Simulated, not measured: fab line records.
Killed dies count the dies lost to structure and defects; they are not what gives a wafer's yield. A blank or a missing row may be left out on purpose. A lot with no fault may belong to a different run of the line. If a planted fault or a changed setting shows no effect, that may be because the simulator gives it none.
Struck lot and sound lot, side by side | flow nandHarc | 40 out of 1302 route steps
Sound: these wafers, L545.1, L545.2, L545.3. Wafers struck: L551.1, L551.3, L551.6. Last of all comes the cause.
At each step with rows: each side's tool, then ch and its chambers, then its first start. Under that, the readings that differ: sound wafers | struck wafers | difference of the means | sigmas: that difference in standard deviations of wafers without a fault.
alike: readings whose means differ by less than 2 such deviations, and words and numbers that are the same on both sides. not compared: withheld readings, readings that some wafer has no value for, bounds like >300 that may hide the same value, and numbers for which the record gives no deviation and whose values overlap.
The two part at a step that has a row with sigmas, a row that says differs or no value, or rows on one side only. Numbers that don't overlap but have no deviation are shown without sigmas and don't part them. A reading that every wafer of one side lacks parts them only if that side has two wafers or more.

first, 7 steps without rows for these wafers: NHARC_A_STAIRCASE_COAT_262; NHARC_A_STAIRCASE_SOFTBAKE_263 (time 170 s); NHARC_A_STAIRCASE_EBR_264; NHARC_A_STAIRCASE_EXPOSE_265 (exposes mask CHOP 200); NHARC_A_STAIRCASE_PEB_266 (peb time 130 s); NHARC_A_STAIRCASE_DEVELOP_267 (time 140 s); NHARC_A_STAIRCASE_HARDBAKE_269 (time 140 s).
NHARC_A_STAIRCASE_DESCUM_270: chemistry O2, time 3 s.
  sound on rieDiel-01 ch 0,1,3, day 17 12:08; struck on rieDiel-01 ch 0,1,2, day 19 21:38
  alike: drypumpMotorCurrentA, oesProductAu, rfVppV, showerheadPlenumPTorr, throttleValvePct
  not compared: rfHoursCounterH
then, 3 steps without rows for these wafers: NHARC_A_STAIRCASE_ETCH_271 (etches the open film in CF4/CHF3); NHARC_A_STAIRCASE_HM_OPEN_457 (chemistry O2/COS); NHARC_A_STAIRCASE_STRIP_458 (strips in O2/COS).
NHARC_A_STAIRCASE_ETCH_451: etches the open film in CF4/O2, target depth 30 nm, overetch 3 nm, time 16.5 s.
  sound on rieDiel-01 ch 0,1,2, day 17 12:53; struck on rieDiel-01 ch 0,3, day 19 22:11
  alike: drypumpMotorCurrentA, oesProductAu, rfVppV, showerheadPlenumPTorr, throttleValvePct
  not compared: rfHoursCounterH
then, 5 steps without rows for these wafers: NHARC_A_STAIRCASE_ETCH_273 (etches the open film in C4F8/O2/Ar, target depth 10200 nm, time 2468.6 s); NHARC_A_STAIRCASE_STRIP_274 (strips in O2); NHARC_A_STAIRCASE_STRIP_275 (strips in SPM, time 900 s); NHARC_A_STAIRCASE_PRECLEAN_276 (cleans in SC1); NHARC_A_STAIRCASE_SRD_277.
NHARC_A_STAIRCASE_HM_DEP_459: deposits aC, target thk 1500 nm.
  sound on aclDep-02 ch 0, day 17 16:21; struck on aclDep-01 ch 0, day 20 00:41
  alike: throttleValvePct
then, 10 steps without rows for these wafers: NHARC_A_STAIRCASE_DEP_280 (deposits SiON, target thk 30 nm); NHARC_A_STAIRCASE_DEHYDRATE_281 (time 120 s); NHARC_A_STAIRCASE_HMDS_282 (time 30 s); NHARC_A_STAIRCASE_COAT_283; NHARC_A_STAIRCASE_SOFTBAKE_284 (time 170 s); NHARC_A_STAIRCASE_EBR_285; NHARC_A_STAIRCASE_EXPOSE_286 (exposes mask CHOP 100); NHARC_A_STAIRCASE_PEB_287 (peb time 130 s); NHARC_A_STAIRCASE_DEVELOP_288 (time 140 s); NHARC_A_STAIRCASE_HARDBAKE_290 (time 140 s).
NHARC_A_STAIRCASE_DESCUM_291: chemistry O2, time 3 s.
  sound on rieDiel-13 ch 0,1,2, day 17 19:04; struck on rieDiel-01 ch 0,2, day 20 03:26
  alike: drypumpMotorCurrentA, oesProductAu, rfVppV, showerheadPlenumPTorr, throttleValvePct
  not compared: rfHoursCounterH
then, 4 steps without rows for these wafers: NHARC_A_STAIRCASE_ETCH_292 (etches the open film in CF4/CHF3); NHARC_A_STAIRCASE_HM_OPEN_460 (chemistry O2/COS); NHARC_A_STAIRCASE_STRIP_461 (strips in O2/COS); NHARC_A_STAIRCASE_ETCH_452 (etches the open film in CF4/O2, target depth 30 nm, overetch 3 nm, time 16.5 s).
NHARC_A_STAIRCASE_ETCH_294: etches the open film in C4F8/O2/Ar, target depth 4989 nm, time 1211.6 s.
  sound: rieDiel-13 ch 0,2,3; struck: rieDiel-01 ch 0,3
  alike: oesProductAu, rfVppV
  not compared: rfHoursCounterH
NHARC_A_STAIRCASE_STRIP_295: strips in O2.
  sound: rieDiel-13 ch 1,2,3; struck: rieDiel-01 ch 0,1,3
  alike: drypumpMotorCurrentA, oesProductAu, rfVppV, showerheadPlenumPTorr, throttleValvePct
  not compared: rfHoursCounterH
then, 3 steps without rows for these wafers: NHARC_A_STAIRCASE_STRIP_296 (strips in SPM, time 900 s); NHARC_A_STAIRCASE_PRECLEAN_297 (cleans in SC1); NHARC_A_STAIRCASE_SRD_298.
-- a jump in the record: the struck wafers' starts before and after are 3 days apart (it breaks off in module A_STAIRCASE and resumes in module A_SGD_CUT, where the first step shown is number 904 of the route) --
NHARC_A_SGD_CUT_DESCUM_14: chemistry O2, time 3 s.
  sound on rieDiel-09 ch 0,2,3, day 20 03:10; struck on rieDiel-02 ch 1,3, day 22 17:02
reading | sound | struck                                                                  | difference                   | sigmas
hold    | - - - | awaitDispo/4.1h/release awaitDispo/4.1h/release awaitDispo/4.1h/release | no value on the sound wafers | 
  alike: drypumpMotorCurrentA, oesProductAu, rfVppV, showerheadPlenumPTorr, throttleValvePct
  not compared: rfHoursCounterH
-- jump in the record: it breaks off in module A_SGD_CUT and resumes in module END (first step shown: number 1302 of the route), and 6 days separate the struck wafers' starts before and after --
NHARC_END_SORT_01:
  here the record holds rows for the struck wafers (prober-01 ch 0, day 28 14:28) but none for the sound ones

WHERE THEY PART
First at NHARC_A_SGD_CUT_DESCUM_14; last, within this record, at NHARC_END_SORT_01.

WHY: the cause the simulator had injected
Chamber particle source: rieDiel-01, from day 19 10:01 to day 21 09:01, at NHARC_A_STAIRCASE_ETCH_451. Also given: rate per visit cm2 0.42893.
